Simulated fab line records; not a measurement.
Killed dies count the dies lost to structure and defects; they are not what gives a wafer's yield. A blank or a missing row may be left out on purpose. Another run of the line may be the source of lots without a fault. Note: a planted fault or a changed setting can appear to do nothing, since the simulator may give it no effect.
Matching of chambers :: flow nandHarc :: cmp-02 running NHARC_P_BONDPAD_CMP_32: 4 sister chambers
The step polishes SiCN, target thk 200 nm. 8 wafers are shown with their chamber, then 10 later ones without.

== EACH WAFER AND ITS CHAMBER ==
wafer: L077.6
chamber: 2
motorCurrentA (A): 10.8

wafer: L080.5
chamber: 0
motorCurrentA (A): 12.6

wafer: L080.6
chamber: 1
motorCurrentA (A): 13.3

wafer: L082.1
chamber: 3
motorCurrentA (A): 11.0

wafer: L082.4
chamber: 1
motorCurrentA (A): 13.4

wafer: L082.6
chamber: 2
motorCurrentA (A): 11.4

wafer: L089.1
chamber: 0
motorCurrentA (A): 11.9

wafer: L089.4
chamber: 3
motorCurrentA (A): 11.0

== WAFERS WITHOUT THEIR CHAMBER ==
wafer: L089.5
motorCurrentA (A): 11.2

wafer: L094.1
motorCurrentA (A): 11.5

wafer: L094.2
motorCurrentA (A): 12.4

wafer: L094.4
motorCurrentA (A): 11.6

wafer: L095.1
motorCurrentA (A): 11.9

wafer: L095.4
motorCurrentA (A): 11.8

wafer: L095.5
motorCurrentA (A): 12.2

wafer: L096.1
motorCurrentA (A): 11.2

wafer: L096.2
motorCurrentA (A): 11.5

wafer: L096.6
motorCurrentA (A): 11.6

== WHICH CHAMBER EACH ONE RAN IN ==
wafer: L089.5
from the rows above: can't be placed: 2 or 3
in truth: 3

wafer: L094.1
from the rows above: can't be placed: 2 or 3 or 0
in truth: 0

wafer: L094.2
from the rows above: 0
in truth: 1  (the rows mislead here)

wafer: L094.4
from the rows above: can't be placed: 2 or 3 or 0
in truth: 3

wafer: L095.1
from the rows above: can't be placed: 0 or 2 or 3
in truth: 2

wafer: L095.4
from the rows above: can't be placed: 0 or 2 or 3
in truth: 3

wafer: L095.5
from the rows above: 0
in truth: 0

wafer: L096.1
from the rows above: can't be placed: 2 or 3
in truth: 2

wafer: L096.2
from the rows above: can't be placed: 2 or 3 or 0
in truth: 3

wafer: L096.6
from the rows above: can't be placed: 2 or 3 or 0
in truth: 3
Placed correctly: 1 of 10. These rows do not allow placing 8 (true chamber among the candidates in 8). Placed wrongly: 1.
How it was worked out, from the rows above alone: a wafer's distance from a chamber is the root of the sum, over the readings, of the square of ((its reading less the chamber's mean) divided by the reading's scatter). The wafer belongs to the nearest chamber; if the next one is less than 2 further off, it can't be placed. A chamber's mean is the mean of its shown wafers. How the scatter is found: for the shown wafers, subtract from each reading the mean of its chamber, square and add these, divide the total by (wafers less chambers), then take the root.
